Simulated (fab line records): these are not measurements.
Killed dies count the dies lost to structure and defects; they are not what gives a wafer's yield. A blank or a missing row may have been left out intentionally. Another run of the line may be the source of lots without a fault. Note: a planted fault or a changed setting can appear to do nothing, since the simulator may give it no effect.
A struck lot beside a sound one    flow nand-harc    13 steps out of a route of 1302
Sound: these wafers, L649.1, L649.4, L649.5. Struck: wafer L657.4. (L657.1, L657.6 of the same lot were not struck and are left out.) The cause comes at the end.
Per side, at each step with rows, come the tool, then ch with its chambers, and then its first start. Under that, the readings that differ: sound wafers    struck wafers    difference of the means    sigmas: that difference in standard deviations of wafers without a fault.
alike: a reading whose means differ by less than 2 such deviations, as well as words and numbers matching on both sides. not compared: withheld readings; readings where some wafer has no value; bounds like >300 that might hide an equal value; numbers whose values overlap and for which the record gives no deviation.
Wherever a step has rows on one side only, a row that says differs or no value, or a row with sigmas, the two part there. Non-overlapping numbers with no deviation appear without sigmas and do not part them. Lack of a reading on every wafer of one side parts them only where that side has two or more wafers.

NHARC_A_SOURCE_PLATE_THK_MEAS_06: measures by ellipsometry.
  sound: film-metro-02 at day 9 08:01; struck: film-metro-01 at day 12 20:11
  alike: thk-nm
NHARC_A_SOURCE_PLATE_INSPECT_08:
  sound: defect-inspect-02 at day 9 08:07; struck: defect-inspect-02 at day 12 20:16
  alike: raw-defect-count
then, no rows for these wafers at 1 step: NHARC_A_ONON_D1_DEP_00 (target thk 1000 nm).
NHARC_A_ONON_D1_THK_MEAS_02: measures by ellipsometry.
  sound: film-metro-02 at day 9 08:42; struck: film-metro-02 at day 12 20:50
reading      sound        struck  difference  sigmas
thk-nm (nm)  985 985 987  1007    +21         +3
then, no rows for these wafers at 1 step: NHARC_A_ONON_D1_DEP_03 (target thk 1000 nm).
NHARC_A_ONON_D1_THK_MEAS_05: measures by ellipsometry.
  sound: film-metro-01 at day 9 09:16; struck: film-metro-02 at day 12 21:24
  alike: thk-nm
then, no rows for these wafers at 1 step: NHARC_A_ONON_D1_DEP_06 (target thk 1000 nm).
NHARC_A_ONON_D1_THK_MEAS_08: measures by ellipsometry.
  sound: film-metro-01 at day 9 09:50; struck: film-metro-02 at day 12 21:58
  alike: thk-nm
then, no rows for these wafers at 1 step: NHARC_A_ONON_D1_DEP_09 (target thk 1000 nm).
NHARC_A_ONON_D1_THK_MEAS_11: measures by ellipsometry.
  sound: film-metro-01 at day 9 10:23; struck: film-metro-02 at day 12 22:32
  alike: thk-nm
NHARC_A_ONON_D1_DEP_12: target thk 1000 nm.
  sound on pecvd-onon-01 ch 0, day 9 10:27; struck on pecvd-onon-02 ch 0, day 12 22:35
NHARC_A_ONON_D1_THK_MEAS_14: measures by ellipsometry.
  sound: film-metro-02 at day 9 10:58; struck: film-metro-01 at day 12 23:07
reading      sound        struck  difference  sigmas
thk-nm (nm)  977 977 974  732     -244        -25
then, 1 step without rows for these wafers: NHARC_A_ONON_D1_ANNEAL_15 (time 3600 s).

WHERE THEY PART
At NHARC_A_ONON_D1_THK_MEAS_02 first; at NHARC_A_ONON_D1_THK_MEAS_14 last (within this record only).

WHY: whatever the simulator had introduced
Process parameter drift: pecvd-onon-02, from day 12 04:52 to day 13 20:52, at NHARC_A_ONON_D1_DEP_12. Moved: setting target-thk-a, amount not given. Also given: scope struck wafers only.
